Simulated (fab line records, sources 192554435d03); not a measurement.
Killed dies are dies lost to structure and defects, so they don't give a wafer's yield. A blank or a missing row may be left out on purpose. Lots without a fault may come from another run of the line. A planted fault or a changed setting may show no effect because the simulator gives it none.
fab line records | flow n5_finfet
record lots=10 wafers=29 last_day=19
route steps=1938 shown GATE_CUT@489 BEOL_M4@1111 PASSIVATION@1936
lots that met no fault: from a run of the same line without faults
start_h: hours from the record's first day to the start of the lot's first wafer shown | wait_h: hours since the lot's step before | " the same as in the row above | L1.1+2: a row that stands for several wafers | - no value, or no start given | * or withheld: withheld | < > ~ a bound
route shown NAME@n: a module of which the file shows steps, and the number in the route of the first | usual: mean/standard deviation of fault-free wafers | same: alike in all rows | chamber/n: place in a boat | sites: the reading at each site | _std_site: their standard deviation | _edge_site: outer sites' mean less inner sites' | radius_mm: how far each site lies from the wafer's centre | mask NAME#n: copy n | behind: the tool/chamber that last shaped the wafer | hold: why the lot was held/for how many hours/how that ended | device: the transistor (n, p or np) that didn't switch | end of line: the same wafers' tests at the end of the route | a step without rows: its recipe alone | killed: dies lost to structure and defects at the first sort, not the wafer's yield | map: a wafer's dies, x killed, . not, _ none there
set.NAME: the setting as run; set.NAME@STEP: as run at that earlier step | model.NAME: the simulator's own value behind a step, which no gauge read
steps of the route over a sample of lots; a table a step, a row a wafer
services: from which hour (start_h, from the record's first day; less than 0 if before it) a tool's chamber was out of use, for how many hours, and why
## steps
# step N5_GATE_CUT_INSPECT_15
# recipe mode=adi inspect_instrument=brightfield
# usual raw_defect_count=130/39
# columns lot.wafer tool chamber start_h wait_h raw_defect_count
L246.2 defect_inspect-01 - 94.36 0.0 144
L246.5 " - " " 218
L246.6 " - " " 180
L250.1 defect_inspect-02 - 114.50 0.1 150
L250.3 " - " " 141
L250.4 " - " " 274
L251.3 defect_inspect-02 - 118.34 0.0 83
L251.4 " - " " 184
L251.5 " - " " 158
L252.2 defect_inspect-02 - 124.12 0.1 105
L252.3 " - " " 122
L252.5 " - " " 103
L253.2 defect_inspect-01 - 129.63 0.0 122
L253.3 " - " " 105
L253.6 " - " " 101
L254.3 defect_inspect-02 - 138.24 0.0 125
L254.4 " - " " 137
L254.5 " - " " 84
L257.1 defect_inspect-01 - 159.59 0.1 66
L257.3 " - " " 81
L258.1 defect_inspect-01 - 163.08 0.1 95
L258.2 " - " " 118
L258.4 " - " " 100
L267.1 defect_inspect-01 - 215.86 0.1 130
L267.3 " - " " 178
L267.5 " - " " 218
L268.1 defect_inspect-01 - 222.21 0.1 172
L268.4 " - " " 101
L268.5 " - " " 136
# step N5_GATE_CUT_HM_OPEN_40
# recipe chemistry=C4F6/O2 target=SiO2 mask_material=SiARC target_depth_a=1390 time_s=85.1 ion_energy_ev=250 pressure_mtorr=30 source_w=345 bias_w=185 Ar_flow_sccm=300 C4F6_flow_sccm=10 O2_flow_sccm=10 ends=cleared
# usual drypump_motor_current_A=5.5/0.46 etch_rf_on_time_s=94.1/2.2 mfc_ar_sccm=300.0/0.82 oes_product_au=0.73/0.092 rf_vpp_V=669/17 showerhead_plenum_p_Torr=2.83/0.096 throttle_valve_pct=20.99/0.28
# columns lot.wafer tool chamber start_h wait_h drypump_motor_current_A etch_rf_on_time_s mfc_ar_sccm oes_product_au rf_hours_counter_h rf_vpp_V showerhead_plenum_p_Torr throttle_valve_pct
L246.2 rie_diel-01 3 94.55 0.0 5.6 90.7 299.4 0.62 237 651 2.94 20.95
L246.5 " 2 " " 5.5 94.5 298.6 0.62 - 704 2.77 20.89
L246.6 " 3 " " 5.6 93.4 299.1 0.63 - 650 2.94 20.96
L250.1 rie_diel-01 0 114.69 0.0 5.4 95.4 300.0 0.61 243 682 2.65 21.06
L250.3 " 1 " " 5.1 95.6 299.5 0.69 133 673 2.77 21.43
L250.4 " 1 " " 5.1 96.0 301.1 0.69 - 671 2.77 21.43
L251.3 rie_diel-01 1 118.54 0.0 5.1 96.4 300.3 0.68 135 672 2.77 21.43
L251.4 " 0 " " 5.4 96.2 299.1 0.62 - 681 2.65 21.07
L251.5 " 1 " " 5.1 97.4 300.1 0.69 - 673 2.77 21.45
L252.2 rie_diel-01 0 124.32 0.0 5.3 92.4 300.0 0.62 247 680 2.65 21.07
L252.3 " 3 " " 5.6 94.1 299.9 0.61 248 650 2.94 20.98
L252.5 " 3 " " 5.6 96.1 300.9 0.62 - 649 2.94 20.98
L253.2 rie_diel-04 2 129.83 0.0 4.8 93.9 302.4 0.64 192 645 2.68 20.65
L253.3 " 0 " " 5.3 91.8 300.2 0.88 4 680 2.92 21.01
L253.6 " 3 " " 6.5 91.0 301.3 0.70 - 658 2.86 21.16
L254.3 rie_diel-04 3 138.44 0.0 6.5 91.3 300.5 0.70 131 658 2.86 21.16
L254.4 " 2 " " 4.8 96.5 299.4 0.63 195 645 2.68 20.64
L254.5 " 3 " " 6.4 93.8 301.8 0.69 - 657 2.86 21.16
L257.1 rie_diel-01 3 159.79 0.0 5.6 88.4 301.5 0.89 2 649 2.94 20.62
L257.3 " 1 " " 5.1 95.8 300.8 0.67 151 671 2.76 21.47
L258.1 rie_diel-03 0 163.45 0.0 5.0 93.0 300.7 0.86 19 654 3.01 20.70
L258.2 " 2 " " 5.1 93.2 299.5 0.74 99 656 2.89 21.02
L258.4 " 3 " " 6.2 97.4 299.6 0.76 44 665 2.82 21.19
L267.1 rie_diel-01 3 216.06 0.0 5.6 91.8 300.1 0.83 20 649 2.93 20.66
L267.3 " 0 " " 5.4 155.8 299.4 0.70 10 694 2.98 20.62
L267.5 " 1 " " 5.1 162.8 301.4 0.54 - 673 2.76 21.44
L268.1 rie_diel-01 2 222.41 0.0 5.4 95.8 299.7 0.80 35 703 2.76 20.59
L268.4 " 0 " " 5.3 94.5 299.6 0.85 12 692 2.98 20.68
L268.5 " 1 " " 5.1 166.0 299.6 0.55 - 673 2.75 21.45
# step N5_GATE_CUT_CUT_ETCH_54
# recipe chemistry=Cl2/BCl3 target=TiN mask_material=SiO2 target_depth_a=967 pressure_mtorr=10 icp_w=1000 bias_w=126 Cl2_flow_sccm=53.25 bcl3_flow_sccm=21.75 Ar_flow_sccm=25 ends=cleared
# usual drypump_motor_current_A=5.7/0.42 etch_rf_on_time_s=37.0/0.95 mfc_ar_sccm=25.00/0.074 oes_product_au=0.67/0.094 throttle_valve_pct=22.36/0.28
# columns lot.wafer tool chamber start_h wait_h drypump_motor_current_A etch_rf_on_time_s mfc_ar_sccm oes_product_au rf_hours_counter_h throttle_valve_pct
L246.2 rie_metal-01 1 94.84 0.0 6.2 37.8 25.01 0.58 114 22.72
L246.5 " 0 " " 5.2 36.7 24.98 0.57 - 22.31
L246.6 " 1 " " 6.2 37.8 25.00 0.58 - 22.71
L250.1 rie_metal-03 0 114.98 0.0 5.3 36.7 24.96 0.78 19 21.97
L250.3 " 0 " " 5.3 36.6 25.08 0.77 - 21.96
L250.4 " 1 " " 6.2 36.6 24.89 0.78 - 22.11
L251.3 rie_metal-01 1 118.85 0.0 6.2 38.0 25.08 0.58 - 22.69
L251.4 " 0 " " 5.2 37.1 24.99 0.56 - 22.33
L251.5 " 1 " " 6.2 38.2 25.00 0.57 - 22.73
L252.2 rie_metal-02 0 124.61 0.0 5.8 35.2 25.03 0.61 98 22.41
L252.3 " 1 " " 5.6 38.1 25.14 0.77 - 22.70
L252.5 " 0 " " 5.8 35.2 24.92 0.61 - 22.39
L253.2 rie_metal-01 0 130.12 0.0 5.2 37.0 24.93 0.56 112 22.34
L253.3 " 0 " " 5.2 37.1 25.00 0.56 - 22.32
L253.6 " 1 " " 6.2 38.0 25.17 0.57 - 22.73
L254.3 rie_metal-02 0 138.75 0.0 5.8 35.2 24.88 0.61 - 22.41
L254.4 " 1 " " 5.6 38.4 25.10 0.75 - 22.72
L254.5 " 0 " " 5.8 35.2 25.06 0.61 - 22.41
L257.1 rie_metal-02 1 160.08 0.0 5.6 38.2 24.89 0.75 22 22.69
L257.3 " 1 " " 5.6 38.4 24.87 0.75 - 22.71
L258.1 rie_metal-02 0 163.74 0.0 5.8 34.8 25.00 0.61 102 22.40
L258.2 " 1 " " 5.6 38.1 25.00 0.75 22 22.71
L258.4 " 1 " " 5.6 38.2 24.85 0.75 - 22.73
L267.1 rie_metal-02 1 216.35 0.0 5.6 37.7 25.02 0.75 26 22.72
L267.3 " 0 " " 5.8 34.6 24.90 0.60 - 22.41
L267.5 " 0 " " 5.8 34.8 24.97 0.60 - 22.41
L268.1 rie_metal-02 1 222.70 0.0 5.6 38.1 24.96 0.73 27 22.74
L268.4 " 1 " " 5.7 38.1 25.11 0.74 - 22.73
L268.5 " 0 " " 5.8 35.1 25.11 0.60 - 22.40
# step N5_GATE_CUT_VAPOR_ETCH_48
# recipe chemistry=BCl3/Cl2 target=TiN mode=isotropic
# usual drypump_motor_current_A=5.7/0.42 oes_product_au=0.74/0.11
# columns lot.wafer tool chamber start_h wait_h drypump_motor_current_A oes_product_au
L246.2 rie_metal-01 1 94.96 0.0 6.2 0.64
L246.5 " 0 " " 5.2 0.63
L246.6 " 1 " " 6.2 0.64
L250.1 rie_metal-03 0 115.10 0.0 5.3 0.84
L250.3 " 0 " " 5.3 0.84
L250.4 " 1 " " 6.2 0.87
L251.3 rie_metal-01 1 118.96 0.0 6.2 0.64
L251.4 " 0 " " 5.2 0.62
L251.5 " 1 " " 6.2 0.64
L252.2 rie_metal-02 0 124.73 0.0 5.8 0.65
L252.3 " 1 " " 5.6 0.86
L252.5 " 0 " " 5.8 0.66
L253.2 rie_metal-01 0 130.24 0.0 5.2 0.62
L253.3 " 0 " " 5.2 0.62
L253.6 " 1 " " 6.2 0.64
L254.3 rie_metal-02 0 138.86 0.0 5.8 0.66
L254.4 " 1 " " 5.6 0.85
L254.5 " 0 " " 5.8 0.66
L257.1 rie_metal-02 1 160.20 0.0 5.6 0.85
L257.3 " 1 " " 5.6 0.85
L258.1 rie_metal-02 0 163.86 0.0 5.8 0.65
L258.2 " 1 " " 5.6 0.84
L258.4 " 1 " " 5.6 0.85
L267.1 rie_metal-02 1 216.47 0.0 5.6 0.83
L267.3 " 0 " " 5.8 0.65
L267.5 " 0 " " 5.8 0.64
L268.1 rie_metal-02 1 222.82 0.0 5.6 0.83
L268.4 " 1 " " 5.6 0.83
L268.5 " 0 " " 5.8 0.64
# step N5_BEOL_M4_RC_MEAS_101
# usual DIBL_N=36.5/2.2 DIBL_P=36.9/2.9 IOFF_N=0.17/0.044 IOFF_P=0.22/0.052 ION_N=671/16 ION_P=461/10 SS_N=71.6/0.73 SS_P=73.5/0.79 VT_N=250/4.1 VT_P=-250/4.1
# columns lot.wafer tool chamber start_h wait_h DIBL_N[mV/V] DIBL_P[mV/V] IOFF_N[nA/um] IOFF_P[nA/um] ION_N[uA/um] ION_P[uA/um] SS_N[mV/dec] SS_P[mV/dec] VT_N[mV] VT_P[mV]
L246.2 prober-02 0 196.53 0.2 35.9 36.2 0.15 0.21 666 459 70.7 73.0 249 -249
L246.5 " 0 " " 36.7 36.3 0.15 0.20 656 453 71.3 73.7 250 -252
L246.6 " 0 " " 35.2 36.0 0.14 0.21 664 461 71.9 73.2 253 -248
L250.1 prober-02 0 207.74 0.0 36.2 37.7 0.19 0.27 680 476 71.6 73.3 245 -245
L250.3 " 0 " " 35.3 36.1 0.17 0.24 671 462 70.7 73.0 249 -247
L250.4 " 0 " " 36.0 37.1 0.16 0.24 668 467 71.7 74.0 251 -249
L251.3 prober-01 0 213.08 0.3 37.5 38.7 0.20 0.24 692 466 72.0 74.6 246 -251
L251.4 " 0 " " 34.3 35.8 0.14 0.20 654 450 71.6 73.7 253 -252
L251.5 " 0 " " 36.0 36.9 0.16 0.20 671 457 72.1 73.9 251 -249
L252.2 prober-01 0 219.46 0.2 37.2 36.5 0.16 0.25 671 462 71.9 73.6 252 -246
L252.3 " 0 " " 33.1 31.3 0.11 0.18 648 447 71.2 73.2 255 -248
L252.5 " 0 " " 36.8 36.6 0.16 0.24 660 462 71.2 73.8 250 -247
L254.3 prober-01 0 234.27 0.3 38.5 37.3 0.19 0.25 694 466 72.3 73.6 247 -248
L254.4 " 0 " " 42.5 43.5 0.31 0.40 705 483 72.5 75.3 241 -241
L254.5 " 0 " " 39.5 39.5 0.23 0.30 695 477 72.6 73.9 247 -245
L253.2 prober-01 0 242.80 0.2 35.8 35.2 0.14 0.19 670 454 71.9 73.4 253 -253
L253.3 " 0 " " 37.1 38.6 0.16 0.24 652 453 72.5 73.8 248 -250
L253.6 " 0 " " 34.8 32.0 0.13 0.14 638 436 72.4 72.6 258 -258
L257.1 prober-02 0 258.56 0.0 33.5 34.2 0.13 0.19 665 461 71.0 72.3 251 -248
L257.3 " 0 " " 37.1 38.5 0.20 0.26 674 464 72.0 73.7 246 -246
L258.1 prober-02 0 265.89 0.2 35.8 35.7 0.16 0.19 689 471 71.6 73.1 247 -249
L258.2 " 0 " " 38.2 39.1 0.18 0.24 670 456 71.8 73.7 248 -249
L258.4 " 0 " " 36.5 37.2 0.17 0.22 680 466 71.3 73.1 249 -251
L267.1 prober-01 0 317.82 0.0 35.3 35.5 0.14 0.18 666 461 70.9 73.1 250 -252
L267.3 " 0 " " 38.1 38.7 0.18 0.23 674 463 71.7 74.3 247 -249
L267.5 " 0 " " 37.8 39.4 0.17 0.25 668 461 71.4 74.4 248 -252
L268.1 prober-01 0 340.34 0.0 39.0 41.7 0.23 0.29 690 480 73.1 74.8 244 -245
L268.4 " 0 " " 40.2 42.9 0.23 0.29 669 456 72.3 74.7 248 -247
L268.5 " 0 " " 42.3 44.0 0.28 0.33 702 471 73.4 75.0 242 -243
# step N5_PASSIVATION_PROBE_49
# usual defect_limited_yield=91.3/1.4 killed_at_M0_to_M3=36/10 killed_at_M4_up=13/5.4 killed_at_contacts=12/5.3 killed_at_front_end=39/10 killed_at_other=3.2/2.7 killed_dies=103/16 killed_open=68/13 killed_short=33/6.6 sort_bin_4_leakage=0.01/0.031 sort_bin_5_function=5.1/0.92 sort_bin_6_memory=3.3/0.68 sort_bin_8_speed=0.1/0.41 sort_n_pass=1077/17 sort_yield_pct=91.2/1.4
# same gross_dies=1180 killed_at_back_side=0
# columns lot.wafer tool chamber start_h wait_h defect_limited_yield[%] killed_at_M0_to_M3 killed_at_M4_up killed_at_contacts killed_at_front_end killed_at_other killed_dies killed_open killed_short sort_bin_4_leakage[%] sort_bin_5_function[%] sort_bin_6_memory[%] sort_bin_8_speed[%] sort_n_pass sort_yield_pct[%]
L268.1 prober-02 - 449.67 0.0 91.9 28 18 16 27 7 96 71 23 0 4.4 3.3 0 1084 91.9
# killed by level:class
L268.1 MOL_CONTACT_COAG:geometric_particle:open=15 BEOL_M3:geometric_particle:open=9 GATE_CUT:geometric_particle:short=6 BEOL_M4:geometric_particle:open=6 STI_FIN_REVEAL:geometric_particle:open=5 BEOL_M5:geometric_particle:open=4 GATE_CUT:geometric_particle:open=4 BEOL_M0_SAQP:geometric_particle:open=4
## services
# columns tool chamber start_h hours kind
rie_diel-04 0 93.96 - clean
rie_diel-04 2 96.27 15.7 repair
rie_diel-01 2 99.32 - clean
rie_diel-01 2 99.32 - consumable_replace:focus_ring
rie_diel-01 2 99.32 21.5 scheduled_down
rie_diel-01 2 99.32 21.5 vent_cycle
rie_metal-02 - 117.58 0.3 repair
rie_diel-01 3 128.89 - clean
rie_diel-01 3 128.89 - consumable_replace:focus_ring
rie_diel-01 3 128.89 24.4 scheduled_down
rie_diel-01 3 128.89 24.4 vent_cycle
rie_diel-04 - 136.35 1.1 repair
rie_diel-04 0 152.81 8.1 repair
rie_diel-01 0 153.30 - clean
rie_diel-01 0 153.30 - consumable_replace:focus_ring
rie_diel-01 0 153.30 - consumable_replace:showerhead
rie_diel-01 0 153.30 29.5 scheduled_down
rie_diel-01 0 153.30 29.5 vent_cycle
rie_metal-03 - 165.67 2.8 pm
rie_diel-04 - 167.56 0.5 repair
rie_metal-01 1 217.03 3.9 repair
rie_metal-01 1 220.93 - clean
rie_metal-01 1 220.93 21.9 scheduled_down
rie_metal-01 1 220.93 21.9 vent_cycle
## key
first_sign step=N5_GATE_CUT_HM_OPEN_40 reading=etch_rf_on_time_s direction=up sigmas=31 usual=* struck=*
effect none on later readings
met_at N5_GATE_CUT_HM_OPEN_40
struck_lots L267,L268
struck_wafers L267.3,L267.5,L268.5
not_acting_at N5_GATE_CUT_INSPECT_15,N5_GATE_CUT_CUT_ETCH_54,N5_GATE_CUT_VAPOR_ETCH_48
onset_between 159.79 216.06
fault kind=process_parameter_drift tool=rie_diel-01 chamber=- onset_h=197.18 steps=N5_GATE_CUT_HM_OPEN_40 channel=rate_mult offset=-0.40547 shape=step end_h=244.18 scope=struck_wafers_only
